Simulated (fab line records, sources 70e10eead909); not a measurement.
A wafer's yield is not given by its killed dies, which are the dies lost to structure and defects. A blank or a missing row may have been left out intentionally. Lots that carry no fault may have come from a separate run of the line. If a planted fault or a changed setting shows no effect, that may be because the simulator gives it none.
A lot that was struck, set against a sound lot -- flow nandHarc -- 14 steps out of a route of 1302
Sound: wafers L167.3, L167.5, L167.6. Struck: wafers L158.4, L158.6 (left out: L158.5, a lot-mate that was not struck); the cause follows at the end.
For every step that has rows: the tool of each side, followed by ch and its chambers, followed by its first start. Under that, the readings that differ: sound wafers -- struck wafers -- difference of the means -- sigmas: that difference in standard deviations of wafers without a fault.
alike: a reading whose means differ by less than 2 such deviations, as well as words and numbers matching on both sides. not compared: withheld readings; readings where some wafer has no value; bounds like >300 that might hide an equal value; numbers whose values overlap and for which the record gives no deviation.
The two part at a step that has a row with sigmas, a row that says differs or no value, or rows on one side only. When numbers do not overlap yet have no deviation, they are printed without sigmas and do not part them. Lack of a reading on every wafer of one side parts them only where that side has two or more wafers.

first, 2 steps without rows for these wafers: NHARC_A_STAIRCASE_HARDBAKE_311 (time 140 s); NHARC_A_STAIRCASE_DESCUM_312 (chemistry O2, time 3 s).
NHARC_A_STAIRCASE_ETCH_313: etches the open film in CF4/CHF3.
  sound on rieDiel-05 ch 0,1,2, day 24 22:14; struck on rieDiel-05 ch 0,1, day 21 09:52
  alike: drypumpMotorCurrentA, oesProductAu, rfFwdPowerW, rfVppV, showerheadPlenumPTorr, throttleValvePct
  not compared: rfHoursCounterH
then, 2 steps without rows for these wafers: NHARC_A_STAIRCASE_HM_OPEN_463 (chemistry O2/COS); NHARC_A_STAIRCASE_STRIP_464 (strips in O2/COS).
NHARC_A_STAIRCASE_ETCH_453: etches the open film in CF4/O2, target depth 30 nm, overetch 3 nm, time 16.5 s.
  sound: rieDiel-05 ch 0,3; struck: rieDiel-05 ch 0,1
  alike: drypumpMotorCurrentA, oesProductAu, rfFwdPowerW, rfVppV, showerheadPlenumPTorr, throttleValvePct
  not compared: rfHoursCounterH
NHARC_A_STAIRCASE_ETCH_315: etches the open film in C4F8/O2/Ar, target depth 2500 nm, time 607.1 s.
  sound: rieDiel-05 ch 0,1,2; struck: rieDiel-05 ch 0,2
  alike: oesProductAu, rfFwdPowerW, rfVppV
  not compared: rfHoursCounterH
NHARC_A_STAIRCASE_STRIP_316: strips in O2.
  sound: rieDiel-05 ch 0,1; struck: rieDiel-05 ch 3
  alike: drypumpMotorCurrentA, oesProductAu, rfVppV, showerheadPlenumPTorr, throttleValvePct
  not compared: rfHoursCounterH
then, 3 steps without rows for these wafers: NHARC_A_STAIRCASE_STRIP_317 (strips in SPM, time 900 s); NHARC_A_STAIRCASE_PRECLEAN_318 (cleans in SC1); NHARC_A_STAIRCASE_SRD_329.
NHARC_A_STAIRCASE_ALD_415: deposits SiO2, target thk 30 nm, pulse time 6 s, ald cycles 300.
  sound on aldHk-01 ch 0,3, day 25 00:13; struck on aldHk-03 ch 1,2, day 21 12:01
reading,sound,struck,difference,sigmas
aldCycles,300 300 300,355 355,+55,
  alike: heaterPowerW, precursorPulseHeightRel
NHARC_A_STAIRCASE_ETCHBACK_416: etches the open film in C4F8/O2/Ar, target depth 36 nm, time 7.2 s.
  sound: rieDiel-01 ch 2,3; struck: rieDiel-05 ch 2,3
  alike: oesProductAu, rfFwdPowerW, rfVppV
  not compared: rfHoursCounterH
-- record jumps: 7 days between struck wafers' starts before vs after; left off in module A_STAIRCASE, resumes in module END, first step shown is number 1302 of the route --
NHARC_END_SORT_01:
  only the struck wafers appear in the record here, on prober-01 ch 0 at day 28 23:07; the sound ones have no rows

== WHERE THEY PART ==
Only at NHARC_END_SORT_01, within this record.

WHY: the cause the simulator had injected
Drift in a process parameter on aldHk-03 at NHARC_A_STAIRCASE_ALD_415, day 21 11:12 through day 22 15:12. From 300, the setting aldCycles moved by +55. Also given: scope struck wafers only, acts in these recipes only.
